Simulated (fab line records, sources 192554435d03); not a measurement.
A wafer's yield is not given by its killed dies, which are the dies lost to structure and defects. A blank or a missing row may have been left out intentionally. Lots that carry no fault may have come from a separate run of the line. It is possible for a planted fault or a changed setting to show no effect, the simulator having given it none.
Chamber matching | flow n5Finfet | 3 sister chambers for N5_BEOL_M1_STRIP_36 on rieDiel-06
The step strips in N2/H2. 3 wafers are shown with their chamber, then 6 later ones without.

## WAFERS PAIRED WITH THEIR CHAMBERS
wafer  | chamber | showerheadPlenumPTorr (Torr)
L084.1 | 1       | 2.59
L085.1 | 3       | 2.58
L085.4 | 0       | 2.37

## WAFERS WHOSE CHAMBER IS MISSING
wafer  | showerheadPlenumPTorr (Torr)
L085.6 | 2.58
L090.1 | 2.57
L090.2 | 2.59
L090.5 | 2.59
L091.3 | 2.57
L091.6 | 2.59

## WHICH CHAMBER EACH ONE RAN IN
wafer  | from the rows above     | in truth
L085.6 | can't be placed: 3 or 1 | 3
L090.1 | can't be placed: 3 or 1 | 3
L090.2 | can't be placed: 1 or 3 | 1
L090.5 | can't be placed: 1 or 3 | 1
L091.3 | can't be placed: 3 or 1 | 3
L091.6 | can't be placed: 1 or 3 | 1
Correctly placed: 0 of 6. From these rows, 6 cannot be placed; in 6 the true chamber is one of the candidates. 0 placed wrongly.
How it was worked out, from the rows above alone: a wafer's distance from a chamber is the root of the sum, over the readings, of the square of ((its reading less the chamber's mean) divided by the reading's scatter). The wafer belongs to the nearest chamber; if the next one is less than 2 further off, it can't be placed. A chamber's mean is the mean of its shown wafers. The scatter: with one shown wafer a chamber, the root of the mean of the squares of how far each hidden wafer lies from its nearest shown one.
